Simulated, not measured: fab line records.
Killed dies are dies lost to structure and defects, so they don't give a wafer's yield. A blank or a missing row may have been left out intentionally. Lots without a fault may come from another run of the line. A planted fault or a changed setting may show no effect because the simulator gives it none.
What tool caused it? | flow n5 finfet | 30 wafers from 10 lots sampled at 4 of the route's 1938 steps

WHAT THE GAUGES SHOWED, per wafer
N5_BEOL_M3_THK_MEAS_01.
lot  | measured     | on            | M3_ILD_THK (nm)
L909 | day 7 08:41  | film metro-01 | 77.9 77.9 79.1
L910 | day 7 11:26  | film metro-02 | 77.1 79.7 79.0
L911 | day 7 15:11  | film metro-02 | 78.1 78.8 79.3
L912 | day 8 00:14  | film metro-01 | 77.0 78.3 78.8
L923 | day 10 19:44 | film metro-01 | 78.1 78.8 78.8
L924 | day 10 23:50 | film metro-01 | 128.5 78.2 130.9
L925 | day 11 15:07 | film metro-02 | 128.7 129.4 80.8
L927 | day 11 22:19 | film metro-01 | 80.2 79.6 80.6
L926 | day 12 03:59 | film metro-02 | 78.8 80.7 79.7
L929 | day 12 15:28 | film metro-02 | 79.6 77.6 80.0

WHAT TOOL EACH LOT RAN ON (gives the tool, then ch and the chambers of the sampled wafers, and finally the start)
lot  | N5_BEOL_M2_ANNEAL_87         | N5_BEOL_M2_ANNEAL_93         | N5_BEOL_M3_ILD_DEP_00
L909 | pvd sputter-02, day 7 06:01  | pvd sputter-02, day 7 06:40  | pecvd-02 ch 0,1,2, day 7 08:38
L910 | pvd sputter-03, day 7 09:14  | pvd sputter-03, day 7 09:54  | pecvd-03 ch 0,1, day 7 11:22
L911 | pvd sputter-02, day 7 12:43  | pvd sputter-02, day 7 13:22  | pecvd-02 ch 0,2, day 7 15:07
L912 | pvd sputter-03, day 7 21:08  | pvd sputter-03, day 7 22:42  | pecvd-03 ch 1,2, day 8 00:10
L923 | pvd sputter-02, day 10 17:29 | pvd sputter-02, day 10 18:08 | pecvd-02 ch 1,2, day 10 19:40
L924 | pvd sputter-01, day 10 21:30 | pvd sputter-01, day 10 22:10 | pecvd-03 ch 0,1,2, day 10 23:47
L925 | pvd sputter-02, day 11 07:35 | pvd sputter-02, day 11 13:26 | pecvd-03 ch 0,1,2, day 11 15:04
L927 | pvd sputter-03, day 11 20:03 | pvd sputter-03, day 11 20:43 | pecvd-04 ch 0,1,2, day 11 22:14
L926 | pvd sputter-02, day 12 01:46 | pvd sputter-02, day 12 02:25 | pecvd-04 ch 1, day 12 03:53
L929 | pvd sputter-01, day 12 13:16 | pvd sputter-01, day 12 13:56 | pecvd-04 ch 0,1,2, day 12 15:24
- N5_BEOL_M2_ANNEAL_87: time 240 s.
- N5_BEOL_M2_ANNEAL_93: time 240 s.
- N5_BEOL_M3_ILD_DEP_00: deposits SiOC from DEMS/O2, target thk 79 nm, time 15.3 s.

THE ANSWER, worked out from the rows above alone
Rule: what is usual is taken from the lots themselves. The widest of any qualifying gaps counts: lots, ordered by their means at a reading, are off when they make up no more than a third of the lots, leave a main group of 4 or more, and stand apart from it by 3 or more times the standard deviation of that group's means. If all means in a main group match to the digits the tables above print for the reading, that group is not used. Also off: a lot with no number at a reading for which 4 or more lots have one. Where the step has rows for the other lots, those lots are counted as sound.
Off: L924, L925, seen at N5_BEOL_M3_THK_MEAS_01 (M3_ILD_THK). Mean 78.9 nm and standard deviation 0.67 in the main group.
If a tool, at a process step before that reading, ran all the lots that are off and no sound lot after the first of them, it fits. The gauges at N5_BEOL_M3_THK_MEAS_01 are tried like those tools. One fits: pecvd-03 at N5_BEOL_M3_ILD_DEP_00. Its last sound lot is L912 (day 8 00:10), its first lot that is off L924 (day 10 23:47): a fault that began between those two fits.

WHAT THE SIMULATOR HAD PUT IN
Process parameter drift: pecvd-03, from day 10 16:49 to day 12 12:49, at N5_BEOL_M3_ILD_DEP_00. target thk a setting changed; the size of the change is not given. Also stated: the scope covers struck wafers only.
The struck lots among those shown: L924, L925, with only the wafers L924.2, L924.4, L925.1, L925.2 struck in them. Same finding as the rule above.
